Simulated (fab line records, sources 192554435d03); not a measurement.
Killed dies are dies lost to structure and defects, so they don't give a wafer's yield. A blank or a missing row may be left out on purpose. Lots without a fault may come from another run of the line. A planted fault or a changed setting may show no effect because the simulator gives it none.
A struck lot beside a sound one | flow n5_finfet | 36 steps out of a route of 1938
Sound: wafers L545.1, L545.2, L545.6. Struck: wafer L555.5. (L555.3 of the same lot was not struck and is left out.) The cause comes at the end.
At each step with rows: each side's tool, then ch and its chambers, then its first start. Under that, the readings that differ: sound wafers | struck wafers | difference of the means | sigmas: that difference in standard deviations of wafers without a fault.
alike: readings whose means differ by less than 2 such deviations, and words and numbers that are the same on both sides. not compared: withheld readings, readings that some wafer has no value for, bounds like >300 that may hide the same value, and numbers for which the record gives no deviation and whose values overlap.
The two part at a step that has a row with sigmas, a row that says differs or no value, or rows on one side only. Numbers that don't overlap but have no deviation are shown without sigmas and don't part them. A reading that every wafer of one side lacks parts them only if that side has two wafers or more.

first, 8 steps without rows for these wafers: N5_BEOL_M10_SPUTTER_48 (material Cu, target thk 12 nm, time 2 s); N5_BEOL_M10_ECD_50 (material Cu, target thk 318 nm); N5_BEOL_M10_ANNEAL_51 (time 90 s); N5_BEOL_M10_CMP_52 (polishes, stops on SiCOH lowk, t overpolish 7 s, target thk 140 nm); N5_BEOL_M10_PRE_CLEAN_55 (time 15 s); N5_BEOL_M10_DEP_56 (deposits SiCN from 3MS/NH3, target thk 15 nm, time 26.5 s); N5_BEOL_M11_ILD_DEP_00 (deposits SiCOH lowk from DEMS/porogen, target thk 308.51 nm, time 58 s); N5_BEOL_M11_CURE_71 (cures SiCOH lowk, time 240 s).
N5_BEOL_M11_PECVD_70: deposits SiO2 from TEOS/O2, target thk 20 nm, time 22.7 s.
  sound on pecvd-04 ch 1,2, day 13 08:37; struck on pecvd-04 ch 1, day 14 10:52
  reading                                     | sound      | struck | difference | sigmas
  model.SiO2_of_BEOL_M11_PECVD_70.thk_nm (nm) | 20 20 20.2 | 10.6   | -9.5       |
  alike: heater_power_w, showerhead_plenum_p_Torr, throttle_valve_pct
then, 24 steps without rows for these wafers: N5_BEOL_M11_HM_DEP_02 (deposits TiN, target thk 20 nm); N5_BEOL_M11_COAT_59 (time 60 s, resist thk 100 nm); N5_BEOL_M11_COAT_60 (time 60 s, resist thk 30 nm); N5_BEOL_M11_COAT_05 (resist thk 90 nm); N5_BEOL_M11_EBR_07; N5_BEOL_M11_SOFTBAKE_06 (time 60 s); N5_BEOL_M11_EXPOSE_08 (exposes mask M11); N5_BEOL_M11_PEB_09 (peb time 60 s); N5_BEOL_M11_DEVELOP_10 (develop time 30 s); N5_BEOL_M11_DESCUM_16 (chemistry O2, time 7.9 s); N5_BEOL_M11_ETCH_61 (etches SiARC in CF4, target depth 39 nm, time 65 s); N5_BEOL_M11_ETCH_62 (etches SOC in N2/H2, target depth 110 nm, overetch 22 nm, time 165 s); N5_BEOL_M11_STRIP_68 (strips in N2/H2); N5_BEOL_M11_STRIP_67 (strips in CF4); N5_BEOL_M11_HM_OPEN_17 (chemistry Cl2/BCl3, target TiN, target depth 20 nm, overetch 6 nm); N5_BEOL_M11_STRIP_19 (strips in O2); N5_BEOL_M11_COAT_63 (time 60 s, resist thk 100 nm); N5_BEOL_M11_COAT_64 (time 60 s, resist thk 30 nm); N5_BEOL_M11_COAT_22 (resist thk 90 nm); N5_BEOL_M11_EBR_24; N5_BEOL_M11_SOFTBAKE_23 (time 60 s); N5_BEOL_M11_EXPOSE_25 (exposes mask V10); N5_BEOL_M11_PEB_26 (peb time 60 s); N5_BEOL_M11_DEVELOP_27 (develop time 30 s).
N5_BEOL_M11_HM_STRIP_39: strips TiN in peroxide tin strip, target depth 25 nm, time 158 s.
  sound on wet_bench-03 ch 0,1,7, day 13 16:40; struck on wet_bench-03 ch 1, day 14 16:18
  reading                                     | sound        | struck | difference | sigmas
  model.SiO2_of_BEOL_M11_PECVD_70.thk_nm (nm) | 19.8 19.8 20 | 10.6   | -9.3       |
N5_BEOL_M11_CMP_52: polishes, stops on SiCOH lowk, t overpolish 7 s, target thk 140 nm.
  sound on cmp-03 ch 0,1,2, day 13 19:44; struck on cmp-04 ch 2, day 14 18:44
  reading                      | sound                | struck | difference | sigmas
  barrier_field_endpoint_s (s) | 28.1 29.3 29.7       | 17.6   | -11.4      | -16
  head_pressure_psi (psi)      | 1.0004 1.0021 1.0000 | 0.9958 | -0.0050    | -2
  alike: motor_current_A, slurry_filter_dp_kPa
N5_PASSIVATION_PROBE_49:
  the record has rows for the struck wafers here (prober-01, day 16 09:30) and none for the sound ones

WHERE THEY PART
First at N5_BEOL_M11_CMP_52; last, within this record, at N5_PASSIVATION_PROBE_49.

WHY: what the simulator had put in
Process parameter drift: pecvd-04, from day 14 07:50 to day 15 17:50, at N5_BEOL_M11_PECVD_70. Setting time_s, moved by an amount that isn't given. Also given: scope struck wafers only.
